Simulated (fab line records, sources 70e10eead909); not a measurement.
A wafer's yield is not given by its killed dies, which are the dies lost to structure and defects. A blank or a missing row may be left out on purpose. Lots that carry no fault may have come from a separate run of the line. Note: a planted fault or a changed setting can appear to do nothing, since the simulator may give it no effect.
fab line records | flow nandHarc
[record] lots = 5 wafers = 15 lastDay = 34
route steps=1302 shown A_BONDPAD@1210 END@1302
lots untouched by any fault: they come from a run of this same line in which no faults occurred
startH: hours from the record's opening day to when the first of the lot's shown wafers began | waitH: hours since the lot's step before | " same as the row above | L1.1+2: a single row standing in for several wafers | - no value, or no start was given | * or withheld: withheld | < > ~ a bound
route shown NAME@n: a module of which the file shows steps, and the number in the route of the first | usual: mean and standard deviation over wafers with no fault | same: alike in all rows | chamber/n: place in a boat | sites: per-site readings | _std_site: standard deviation of those values | _edge_site: outer sites' mean less inner sites' | radiusMm: how far each site lies from the wafer's centre | mask NAME#n: copy n | behind: tool/chamber where the wafer was last shaped | hold: what put the lot on hold/how long, in hours/how the hold closed | device: names the non-switching transistor (n, p or np) | end of line: at the end of the route, the tests of the same wafers | a step with no rows: only its recipe | killed: at the first sort, the dies lost to defects and structure; wafer yield is something else | map: shows each die of a wafer: x if killed, . if not, _ if none is there
set.NAME: setting as actually run; set.NAME@STEP: the setting as run at that earlier step | model.NAME: the simulator's own value behind a step, which no gauge read
lots seen at some steps along the route; tables by step, rows by wafer
services: the hour from which a tool's chamber was out of use, counted from the record's first day as startH (under 0 if before that day), plus the number of hours and why
[[steps]]
[step NHARC_A_BONDPAD_SOFTBAKE_04]
[recipe] tempC = 125 timeS = 70
[step NHARC_A_BONDPAD_EBR_05]
[step NHARC_A_BONDPAD_EXPOSE_06]
[recipe] na = 0.55 doseMj = 36.99 maskId = A_BPAD
[step NHARC_A_BONDPAD_PEB_07]
[recipe] pebTempC = 128 pebTimeS = 80
[step NHARC_A_BONDPAD_DEVELOP_08]
[recipe] timeS = 50 devTempC = 22
[step NHARC_A_BONDPAD_CD_MEAS_09]
[recipe] targetCdNm = 500 landingEnergyEv = 500
[usual] cdNm = 499.9/1.6
// columns lot.wafer tool chamber startH waitH cdNm
L675.4 cdSem-02 0 540.42 - 498.5
L675.5 " 0 " " 498.0
L675.6 " 0 " " 498.8
L676.1 cdSem-03 0 556.06 - 497.8
L676.4 " 0 " " 499.3
L676.5 " 0 " " 499.8
L682.2 cdSem-02 0 630.11 - 503.6
L682.3 " 0 " " 498.8
L682.4 " 0 " " 501.4
L691.3 cdSem-02 0 701.48 - 499.1
L691.4 " 0 " " 501.6
L691.6 " 0 " " 499.8
L696.3 cdSem-03 0 768.93 - 501.0
L696.4 " 0 " " 500.2
L696.6 " 0 " " 499.6
[step NHARC_A_BONDPAD_OVL_MEAS_35]
[usual] overlayXNm = -1/5 overlayYNm = 1/6.3
// columns lot.wafer tool chamber startH waitH overlayXNm overlayYNm
L675.4 overlay-01 - 540.50 - -1 1
L675.5 " - " " -1 1
L675.6 " - " " 0 1
L676.1 overlay-02 - 556.15 - 2 1
L676.4 " - " " 2 1
L676.5 " - " " 2 1
L682.2 overlay-02 - 630.19 - 3 -4
L682.3 " - " " 3 -5
L682.4 " - " " 2 -4
L691.3 overlay-02 - 701.56 - -6 6
L691.4 " - " " -6 7
L691.6 " - " " -6 6
L696.3 overlay-01 - 769.02 - 2 3
L696.4 " - " " 2 3
L696.6 " - " " 2 3
[step NHARC_A_BONDPAD_HARDBAKE_10]
[recipe] tempC = 118 timeS = 65
[step NHARC_A_BONDPAD_DESCUM_11]
[recipe] timeS = 3 o2FlowSccm = 200 arFlowSccm = 0 biasPowerW = 0 chemistry = O2
[usual] drypumpMotorCurrentA = 5.6/0.59 oesProductAu = 1.000/0.011 rfVppV = 57.9/0.79 showerheadPlenumPTorr = 1.95/0.082 throttleValvePct = 11.310/0.0089
[same] biasPowerW = 0
// columns lot.wafer tool chamber startH waitH drypumpMotorCurrentA oesProductAu rfHoursCounterH rfVppV showerheadPlenumPTorr throttleValvePct
L675.4 rieDiel-07 2 540.65 - 6.5 0.991 2 57.4 1.93 11.314
L675.5 " 3 " " 5.0 0.992 - 57.8 2.05 11.308
L675.6 " 0 " " 5.0 0.995 - 57.9 1.98 11.302
L676.4 rieDiel-07 0 556.28 - 5.1 1.007 3 57.8 1.98 11.321
L676.1 " 1 " " 5.4 1.010 3 57.8 1.86 11.305
L676.5 " 3 " " 5.0 1.006 - 58.2 2.05 11.312
L682.2 rieDiel-07 3 630.31 - 5.0 1.002 4 58.1 2.05 11.311
L682.3 " 0 " " 5.0 0.996 4 58.2 1.98 11.308
L682.4 " 2 " " 6.5 1.003 - 56.8 1.93 11.322
L691.3 rieDiel-09 1 701.69 - 6.3 1.010 3 57.1 1.80 11.308
L691.4 " 0 " " 5.2 0.995 2 57.5 2.02 11.314
L691.6 " 1 " " 6.3 1.003 - 56.8 1.80 11.323
L696.3 rieDiel-07 3 769.15 - 5.0 0.998 3 58.5 2.05 11.303
L696.4 " 1 " " 5.4 0.981 3 56.3 1.86 11.306
L696.6 " 2 " " 6.5 0.983 - 58.0 1.92 11.314
[step NHARC_A_BONDPAD_ETCH_34]
[recipe] targetDepthA = 600 overetchA = 180 timeS = 65.91 ionEnergyEv = 200 n2FlowSccm = 150 h2FlowSccm = 150 arFlowSccm = 0 rfW = 400 biasW = 150 chemistry = N2/H2
[usual] drypumpMotorCurrentA = 5.6/0.58 oesProductAu = 0.999/0.01 rfVppV = 431.7/2.5 showerheadPlenumPTorr = 2.08/0.088 throttleValvePct = 14.171/0.0088
// columns lot.wafer tool chamber startH waitH drypumpMotorCurrentA oesProductAu rfHoursCounterH rfVppV showerheadPlenumPTorr throttleValvePct
L675.4 rieDiel-07 3 540.73 0.1 5.1 0.999 2 435.0 2.19 14.158
L675.5 " 0 " " 5.1 0.993 - 431.9 2.11 14.163
L675.6 " 1 " " 5.4 1.012 - 429.7 1.98 14.169
L676.1 rieDiel-07 1 556.36 0.1 5.4 1.011 3 428.1 1.98 14.159
L676.4 " 2 " " 6.5 0.994 2 430.7 2.05 14.165
L676.5 " 2 " " 6.5 0.993 - 431.3 2.05 14.188
L682.3 rieDiel-07 3 630.42 0.1 5.1 1.005 4 435.6 2.19 14.161
L682.2 " 2 " " 6.5 1.008 4 431.2 2.05 14.171
L682.4 " 3 " " 5.1 1.009 - 434.1 2.19 14.172
L691.3 rieDiel-09 1 701.78 0.1 6.3 0.987 3 426.1 1.91 14.173
L691.4 " 3 " " 5.7 0.976 2 429.4 2.00 14.175
L691.6 " 1 " " 6.4 1.000 - 427.8 1.91 14.176
L696.3 rieDiel-07 3 769.22 0.1 5.0 1.001 3 434.8 2.19 14.164
L696.4 " 2 " " 6.5 0.985 3 430.9 2.05 14.174
L696.6 " 3 " " 5.1 0.993 - 433.8 2.18 14.168
[step NHARC_A_BONDPAD_ETCH_12]
[recipe] targetDepthA = 2200 timeS = 110 chf3FlowSccm = 50 o2FlowSccm = 10 arFlowSccm = 200 rfW = 500 biasW = 200 chemistry = CHF3/O2
[usual] drypumpMotorCurrentA = 5.6/0.57 oesProductAu = 0.944/0.023 rfVppV = 371.4/2.3 showerheadPlenumPTorr = 2.45/0.096 throttleValvePct = 20.572/0.0081
// columns lot.wafer tool chamber startH waitH drypumpMotorCurrentA oesProductAu rfHoursCounterH rfVppV showerheadPlenumPTorr throttleValvePct
L675.4 rieDiel-07 0 - - 5.1 0.948 2 371.9 2.48 20.568
L675.6 " 2 " " 6.5 0.970 - 370.4 2.42 20.574
L675.5 " 3 " " 5.1 0.970 - 373.6 2.56 20.571
L676.1 rieDiel-07 2 - - 6.5 0.925 2 371.2 2.42 20.574
L676.4 " 0 " " 5.1 0.920 3 370.6 2.48 20.586
L676.5 " 2 " " 6.5 0.919 - 369.7 2.42 20.589
L682.2 rieDiel-07 0 - - 5.0 0.920 4 371.5 2.48 20.569
L682.3 " 3 " " 5.1 0.930 4 374.6 2.56 20.572
L682.4 " 3 " " 5.0 0.929 - 372.6 2.56 20.563
L691.3 rieDiel-09 0 - - 5.2 0.973 2 373.1 2.53 20.567
L691.4 " 1 " " 6.3 0.974 3 366.2 2.26 20.579
L691.6 " 2 " " 6.0 0.949 - 375.1 2.58 20.566
L696.4 rieDiel-07 0 - - 5.1 0.976 3 372.2 2.48 20.561
L696.3 " 1 " " 5.4 0.968 3 366.1 2.33 20.573
L696.6 " 3 " " 5.0 0.954 - 374.2 2.56 20.575
[step NHARC_A_BONDPAD_CD_MEAS_13]
[usual] cdNm = 499.2/1.8
// columns lot.wafer tool chamber startH waitH cdNm
L675.4 cdSem-03 - 540.95 - 497.8
L675.5 " - " " 497.6
L675.6 " - " " 498.4
L676.1 cdSem-02 - 556.59 - 496.2
L676.4 " - " " 499.8
L676.5 " - " " 499.3
L682.2 cdSem-01 - 630.68 - 501.7
L682.3 " - " " 498.4
L682.4 " - " " 499.9
L691.3 cdSem-03 - 702.01 - 499.5
L691.4 " - " " 501.7
L691.6 " - " " 500.5
L696.3 cdSem-02 - 769.46 - 499.8
L696.4 " - " " 500.1
L696.6 " - " " 499.0
[step NHARC_A_BONDPAD_STRIP_15]
[recipe] o2FlowSccm = 500 arFlowSccm = 0 biasW = 0 chemistry = O2
[usual] chamberPressureMTorr = 60.00/0.056 drypumpMotorCurrentA = 5.6/0.55 oesProductAu = 1.001/0.011 rfVppV = 57.9/0.97 showerheadPlenumPTorr = 3.60/0.15 throttleValvePct = 17.037/0.0087
// columns lot.wafer tool chamber startH waitH chamberPressureMTorr drypumpMotorCurrentA oesProductAu rfHoursCounterH rfVppV showerheadPlenumPTorr throttleValvePct
L675.6 rieDiel-09 0 541.08 0.1 59.95 5.2 1.012 - 57.9 3.73 17.036
L675.5 " 2 " " 60.02 6.0 0.999 - 58.4 3.80 17.034
L675.4 " 3 " " 59.96 5.7 0.997 - 58.5 3.48 17.023
L676.1 rieDiel-07 0 556.68 0.1 59.95 5.1 0.994 3 57.9 3.64 17.039
L676.4 " 1 " " 60.02 5.4 1.019 3 57.4 3.43 17.030
L676.5 " 3 " " 59.90 5.1 1.004 - 59.3 3.76 17.038
L682.2 rieDiel-07 2 630.75 0.1 60.01 6.5 1.004 4 56.2 3.55 17.034
L682.3 " 0 " " 60.05 5.1 0.987 4 57.0 3.64 17.045
L682.4 " 0 " " 60.03 5.1 0.991 - 57.4 3.64 17.044
L691.3 rieDiel-07 2 702.09 0.1 60.01 6.5 0.992 1 56.0 3.55 17.030
L691.4 " 3 " " 53.38 5.1 0.998 1 58.0 3.76 17.038
L691.6 " 1 " " 59.97 5.4 0.996 - 57.3 3.43 17.036
L696.3 rieDiel-09 3 769.53 0.1 60.01 5.7 0.987 13 57.3 3.46 17.029
L696.4 " 0 " " 60.04 5.2 0.984 17 57.6 3.71 17.033
L696.6 " 3 " " 59.94 5.7 0.983 - 58.3 3.46 17.017
[step NHARC_A_BONDPAD_ETCH_24]
[recipe] targetDepthA = 300 overEtchFrac = 0.3 timeS = 72.99 ionEnergyEv = 150 cf4FlowSccm = 50 n2FlowSccm = 100 arFlowSccm = 150 rfW = 300 biasW = 100 chemistry = CF4/N2
[usual] drypumpMotorCurrentA = 5.7/0.56 oesProductAu = 1.001/0.01 rfVppV = 315.0/2.2 showerheadPlenumPTorr = 2.68/0.12 throttleValvePct = 19.794/0.0096
// columns lot.wafer tool chamber startH waitH drypumpMotorCurrentA oesProductAu rfHoursCounterH rfVppV showerheadPlenumPTorr throttleValvePct
L675.6 rieDiel-09 2 541.22 0.1 6.0 0.994 - 318.6 2.84 19.791
L675.4 " 3 " " 5.7 1.007 - 313.6 2.59 19.792
L675.5 " 0 " " 5.2 1.019 - 316.5 2.78 19.793
L676.1 rieDiel-07 2 - - 6.5 1.000 2 315.4 2.64 19.799
L676.4 " 1 " " 5.4 1.005 3 313.9 2.56 19.783
L676.5 " 2 " " 6.5 0.993 - 312.9 2.64 19.795
L682.2 rieDiel-07 3 630.94 0.2 5.1 1.000 4 314.6 2.80 19.801
L682.3 " 0 " " 5.1 0.993 4 315.4 2.71 19.777
L682.4 " 2 " " 6.5 1.002 - 314.2 2.64 19.788
L691.3 rieDiel-07 3 - - 5.1 1.005 1 317.5 2.80 19.778
L691.4 " 2 " " 6.5 0.992 1 315.7 2.64 19.791
L691.6 " 0 " " 5.0 1.002 - 316.3 2.71 19.813
L696.4 rieDiel-09 0 - - 5.2 0.991 17 316.4 2.76 19.803
L696.3 " 2 " " 6.0 0.990 15 317.6 2.82 19.787
L696.6 " 1 " " 6.4 1.002 - 311.6 2.47 19.789
[step NHARC_END_SORT_01]
[recipe] tempC = 25
[usual] defectLimitedYield = 91.2/2.6 killedAtArray = 55/17 killedAtOther = 1.1/1.6 killedAtPeriphery = 3.8/2.5 killedDies = 60/18 killedOpen = 3.3/1.9 killedShort = 2.5/1.7
[same] grossDies = 677
// columns lot.wafer tool chamber startH waitH defectLimitedYield[%] killedAtArray killedAtOther killedAtPeriphery killedDies killedOpen killedShort
L675.4 prober-02 0 574.85 3.4 91.3 57 0 2 59 4 2
L675.5 prober-02 0 575.64 3.7 90.3 64 0 2 66 2 2
L675.6 prober-02 0 576.44 4.0 88.9 73 0 2 75 7 1
L676.1 prober-02 0 588.49 2.5 90.5 54 1 9 64 4 3
L676.4 prober-02 0 590.91 3.4 88.9 69 1 5 75 6 5
L676.5 prober-02 0 591.72 3.7 90.5 56 0 8 64 4 2
L682.2 prober-02 0 660.57 2.8 97.2 16 3 0 19 3 2
L682.3 prober-02 0 661.36 3.1 97.2 9 4 6 19 1 1
L682.4 prober-02 0 662.14 3.3 96.9 16 1 4 21 2 2
L691.3 prober-02 0 737.73 3.1 94.8 33 0 2 35 4 1
L691.4 prober-02 0 738.52 3.4 95.1 32 1 0 33 0 1
L691.6 prober-02 0 740.12 4.0 95.9 26 1 1 28 2 1
L696.3 prober-02 0 802.06 3.1 93.6 40 1 2 43 1 4
L696.4 prober-02 0 802.86 3.4 90.8 59 0 3 62 3 1
L696.6 prober-02 0 804.46 4.0 93.4 42 0 3 45 2 2
// killed by level:class
L675.4 A_CHANNEL_HOLE_D2:chamberFilmFlake=23 A_CHANNEL_HOLE_D1:chamberFilmFlake=17 A_CONTACT:chamberFilmFlake=8 A_CHANNEL_HOLE_D1:geometricParticle:open=1 A_ONON_D2:geometricParticle:open=1 A_CHANNEL_FILL_D2:geometricParticle:short=1 A_WL_FILL:geometricParticle:short=1 A_WL_FILL:geometricParticle:open=1
L675.5 A_CHANNEL_HOLE_D1:chamberFilmFlake=33 A_CHANNEL_HOLE_D2:chamberFilmFlake=21 A_CONTACT:chamberFilmFlake=5 A_STAIRCASE:chamberFilmFlake=2 P_GATE:geometricParticle:short=1 P_CONTACT:geometricParticle:open=1 A_CHANNEL_FILL_D1:geometricParticle:short=1 A_ONON_D2:geometricParticle:open=1
L675.6 A_CHANNEL_HOLE_D2:chamberFilmFlake=28 A_CHANNEL_HOLE_D1:chamberFilmFlake=26 A_CONTACT:chamberFilmFlake=9 P_GATE:geometricParticle:open=2 A_DECK1_JOINT:geometricParticle:open=1 A_ONON_D2:geometricParticle:open=1 A_CHANNEL_FILL_D2:geometricParticle:open=1 A_WL_FILL:geometricParticle:short=1
L676.1 A_CHANNEL_HOLE_D1:chamberFilmFlake=22 A_SLIT:chamberFilmFlake=21 P_M0:chamberFilmFlake=4 A_CHANNEL_HOLE_D2:chamberFilmFlake=4 A_SGD_CUT:chamberFilmFlake=2 P_M0:geometricParticle:short=1 P_M0:geometricParticle:open=1 P_M1:geometricParticle:open=1
L676.4 A_CHANNEL_HOLE_D1:chamberFilmFlake=25 A_SLIT:chamberFilmFlake=16 A_CHANNEL_HOLE_D2:chamberFilmFlake=10 A_CONTACT:chamberFilmFlake=4 A_SGD_CUT:chamberFilmFlake=3 A_CHANNEL_FILL_D2:geometricParticle:open=2 P_CONTACT:geometricParticle:open=1 P_M1:geometricParticle:open=1
L676.5 A_SLIT:chamberFilmFlake=26 A_CHANNEL_HOLE_D1:chamberFilmFlake=16 P_M0:chamberFilmFlake=5 A_CHANNEL_HOLE_D2:chamberFilmFlake=4 A_CONTACT:chamberFilmFlake=3 A_BLC:geometricParticle:open=2 P_GATE:geometricParticle:short=1 A_ONON_D1:geometricParticle:open=1
L682.2 A_CHANNEL_HOLE_D1:chamberFilmFlake=3 A_SLIT:chamberFilmFlake=3 A_CONTACT:chamberFilmFlake=3 THIN_TSV:chamberFilmFlake=3 A_ONON_D1:geometricParticle:open=1 A_DECK1_JOINT:geometricParticle:short=1 A_ONON_D2:geometricParticle:short=1 A_ONON_D2:geometricParticle:open=1
L682.3 THIN_TSV:chamberFilmFlake=4 P_ZERO_WELL:chamberFilmFlake=3 P_M1:chamberFilmFlake=3 A_CHANNEL_HOLE_D1:chamberFilmFlake=2 A_CHANNEL_HOLE_D2:chamberFilmFlake=2 A_CONTACT:chamberFilmFlake=2 A_DECK1_JOINT:geometricParticle:open=1 A_ONON_D2:geometricParticle:short=1
L682.4 A_CONTACT:chamberFilmFlake=4 A_CHANNEL_HOLE_D1:chamberFilmFlake=3 A_SLIT:chamberFilmFlake=2 A_WL_FILL:chamberFilmFlake=2 P_M0:geometricParticle:short=1 A_STAIRCASE:geometricParticle:short=1 A_CONTACT:geometricParticle:open=1 A_M1:geometricParticle:open=1
L691.3 A_STAIRCASE:chamberFilmFlake=13 A_CHANNEL_HOLE_D1:chamberFilmFlake=7 A_SLIT:chamberFilmFlake=4 A_WL_FILL:chamberFilmFlake=2 A_ONON_D1:geometricParticle:short=1 A_CHANNEL_FILL_D1:geometricParticle:open=1 A_ONON_D2:geometricParticle:open=1 A_SLIT:geometricParticle:open=1
L691.4 A_STAIRCASE:chamberFilmFlake=11 A_CHANNEL_HOLE_D1:chamberFilmFlake=10 A_SLIT:chamberFilmFlake=5 A_WL_FILL:chamberFilmFlake=2 A_CONTACT:chamberFilmFlake=2 A_ONON_D2:geometricParticle:short=1 A_DECK1_JOINT:chamberFilmFlake=1 THIN_TSV:chamberFilmFlake=1
L691.6 A_CHANNEL_HOLE_D1:chamberFilmFlake=10 A_SLIT:chamberFilmFlake=8 A_STAIRCASE:chamberFilmFlake=3 A_CONTACT:chamberFilmFlake=2 A_ONON_D2:geometricParticle:short=1 A_BLC:geometricParticle:open=1 A_M1:geometricParticle:open=1 P_STI:chamberFilmFlake=1
L696.3 A_CHANNEL_HOLE_D2:chamberFilmFlake=11 A_CHANNEL_HOLE_D1:chamberFilmFlake=10 A_CONTACT:chamberFilmFlake=8 A_SLIT:chamberFilmFlake=4 A_BLC:chamberFilmFlake=2 P_GATE:geometricParticle:short=1 P_M0:geometricParticle:short=1 A_CHANNEL_FILL_D1:geometricParticle:short=1
L696.4 A_CHANNEL_HOLE_D2:chamberFilmFlake=25 A_CHANNEL_HOLE_D1:chamberFilmFlake=14 A_SLIT:chamberFilmFlake=6 A_CONTACT:chamberFilmFlake=5 A_BLC:chamberFilmFlake=4 A_ZERO_WELL:chamberFilmFlake=2 P_M0:geometricParticle:open=1 P_M2:geometricParticle:open=1
L696.6 A_CHANNEL_HOLE_D2:chamberFilmFlake=16 A_SLIT:chamberFilmFlake=9 A_CONTACT:chamberFilmFlake=7 A_CHANNEL_HOLE_D1:chamberFilmFlake=6 P_STI:geometricParticle:short=1 P_M0:geometricParticle:open=1 A_ONON_D2:geometricParticle:open=1 A_BLC:geometricParticle:short=1
[[services]]
// columns tool chamber startH hours kind
rieDiel-07 3 523.40 4.1 repair
rieDiel-07 0 529.37 - clean
rieDiel-07 1 529.37 - clean
rieDiel-07 2 529.37 - clean
rieDiel-07 3 529.37 - clean
rieDiel-07 0 553.87 - clean
rieDiel-07 1 553.87 - clean
rieDiel-07 2 553.87 - clean
rieDiel-07 3 553.87 - clean
rieDiel-07 0 572.60 3.6 repair
rieDiel-07 0 578.37 - clean
rieDiel-07 1 578.37 - clean
rieDiel-07 2 578.37 - clean
rieDiel-07 3 578.37 - clean
rieDiel-07 2 594.18 2.5 repair
rieDiel-09 - 620.17 1.2 repair
rieDiel-07 1 628.97 2.6 repair
rieDiel-07 - 648.37 9.0 pm
rieDiel-09 - 674.14 9.0 pm
rieDiel-07 2 683.62 6.8 repair
rieDiel-09 3 725.36 9.6 repair
rieDiel-07 2 739.02 7.1 repair
rieDiel-07 0 747.07 9.9 repair
rieDiel-07 3 747.47 15.9 repair
[[key]]
[firstSign] step = NHARC_A_BONDPAD_STRIP_15 reading = chamberPressureMTorr direction = down sigmas = 99+ usual = 60.00 struck = 53.38
effect none on later readings
metAt NHARC_A_BONDPAD_STRIP_15
struckWafers L691.4
onsetBetween 556.68 702.09
[fault] kind = processParameterDrift tool = rieDiel-07 chamber = 3 onsetH = 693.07 steps = NHARC_A_BONDPAD_STRIP_15 channel = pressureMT offset = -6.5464 shape = step actsIn = theseRecipesOnly stated = 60
